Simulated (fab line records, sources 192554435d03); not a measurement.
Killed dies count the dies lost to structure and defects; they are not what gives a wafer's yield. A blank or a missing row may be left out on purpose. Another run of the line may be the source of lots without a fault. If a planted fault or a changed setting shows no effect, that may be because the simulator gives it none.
Chamber matching | flow n5 finfet | 4 sister chambers for N5_BEOL_M3_ETCH_70 on rie diel-03
The step etches SOC in N2/H2, target depth 80 nm, overetch 16 nm, time 120 s. 4 wafers are shown with their chamber, then 8 later ones without.

WAFERS, EACH WITH ITS CHAMBER
wafer  | chamber | drypump motor current A (A)
L074.4 | 3       | 5.8
L087.2 | 2       | 6.0
L087.5 | 0       | 5.3
L090.3 | 1       | 5.9

WAFERS WHOSE CHAMBER IS MISSING
wafer  | drypump motor current A (A)
L090.4 | 5.9
L090.5 | 5.3
L093.1 | 5.3
L093.4 | 5.3
L093.5 | 6.0
L095.2 | 5.9
L095.4 | 6.0
L095.6 | 5.7

CHAMBER TAKEN BY EACH
wafer  | from the rows above | in truth
L090.4 | 1                   | 1
L090.5 | 0                   | 0
L093.1 | 0                   | 0
L093.4 | 0                   | 0
L093.5 | 2                   | 2
L095.2 | 1                   | 1
L095.4 | 2                   | 2
L095.6 | 3                   | 3
Placed correctly: 8 of 8. Number that these rows cannot place: 0. Wrongly placed: 0.
How it was worked out, from the rows above alone: a wafer's distance from a chamber is the root of the sum, over the readings, of the square of ((its reading less the chamber's mean) divided by the reading's scatter). The wafer belongs to the nearest chamber; if the next one is less than 2 further off, it can't be placed. The mean given for a chamber averages the wafers shown for that chamber. The scatter: with one shown wafer a chamber, the root of the mean of the squares of how far each hidden wafer lies from its nearest shown one.
